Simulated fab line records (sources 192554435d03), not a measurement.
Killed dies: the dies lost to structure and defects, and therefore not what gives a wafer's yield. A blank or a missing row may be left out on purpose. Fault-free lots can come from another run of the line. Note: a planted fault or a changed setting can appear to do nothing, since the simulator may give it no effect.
Chamber matching ; flow n5-finfet ; cmp-02 running N5_BEOL_M15_CMP_49: 4 sister chambers
The step polishes, stops on SiO2, t overpolish 4.9 s, target thk 850 nm. 24 wafers are shown with their chamber, then 12 later ones without.

WAFERS, EACH WITH ITS CHAMBER
wafer;chamber;motor-current-A (A);slurry-flow-ml-min;overpolish-run-s (s)
L074.1;3;9.1;149.1;4.896
L074.4;1;8.1;149.8;4.899
L074.6;0;7.9;150.4;4.896
L077.2;1;8.2;150.4;4.901
L077.3;0;8.0;150.8;4.902
L077.5;2;8.0;150.1;4.911
L080.2;0;8.0;150.1;4.891
L080.4;2;8.3;148.9;4.893
L080.5;0;8.1;150.9;4.900
L086.2;0;8.6;149.6;4.897
L086.3;2;7.8;149.5;4.900
L086.4;1;8.8;150.7;4.888
L081.3;3;8.7;149.4;4.892
L081.5;0;8.1;149.8;4.920
L081.6;1;8.2;150.1;4.896
L083.2;0;8.1;150.3;4.900
L083.3;3;9.1;149.7;4.896
L083.6;2;7.7;149.3;4.919
L090.3;3;8.8;149.9;4.903
L090.4;0;7.6;149.6;4.889
L090.6;0;8.4;149.4;4.891
L089.1;1;8.3;150.4;4.903
L089.2;2;8.2;149.4;4.919
L089.4;3;8.9;149.6;4.900

SIGNATURES (means of the wafers above)
reading;chamber 0;chamber 1;chamber 2;chamber 3;scatter within a chamber
motor-current-A;8.089;8.320;8.000;8.920;0.259
slurry-flow-ml-min;150.100;150.280;149.440;149.540;0.443
overpolish-run-s;4.89844;4.89740;4.90840;4.89740;0.00848
Rule: a wafer's distance from a chamber is the root of the sum, over the readings, of the square of ((its reading less the chamber's mean) divided by the reading's scatter). The wafer belongs to the nearest chamber; if the next one is less than 2 further off, it can't be placed. How the scatter is found: for the shown wafers, subtract from each reading the mean of its chamber, square and add these, divide the total by (wafers less chambers), then take the root.

WAFERS WHOSE CHAMBER IS MISSING
wafer;motor-current-A (A);slurry-flow-ml-min;overpolish-run-s (s)
L087.1;8.5;149.5;4.899
L087.2;9.2;150.0;4.885
L087.6;9.0;150.2;4.887
L088.2;8.4;149.3;4.898
L088.5;8.5;149.9;4.895
L088.6;7.9;149.6;4.896
L094.2;9.4;150.6;4.906
L094.3;8.4;150.0;4.892
L094.4;7.9;150.2;4.896
L093.2;8.8;150.3;4.905
L093.3;7.9;150.1;4.905
L093.6;8.1;149.9;4.903

WHICH CHAMBER EACH ONE RAN IN
wafer;from the rows above;in truth
L087.1;can't be placed: 3 or 1 or 0 or 2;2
L087.2;can't be placed: 3 or 1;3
L087.6;can't be placed: 3 or 1 or 0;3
L088.2;can't be placed: 2 or 3 or 0 or 1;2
L088.5;can't be placed: 1 or 0 or 3 or 2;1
L088.6;can't be placed: 0 or 2 or 1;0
L094.2;can't be placed: 3 or 1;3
L094.3;can't be placed: 1 or 0 or 3 or 2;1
L094.4;can't be placed: 0 or 1 or 2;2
L093.2;can't be placed: 3 or 1 or 0 or 2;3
L093.3;can't be placed: 0 or 2 or 1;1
L093.6;can't be placed: 0 or 2 or 1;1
0 of 12 placed correctly. Unplaceable from these rows: 12, with the true chamber sitting among the candidates in 12. Placed wrongly: 0.
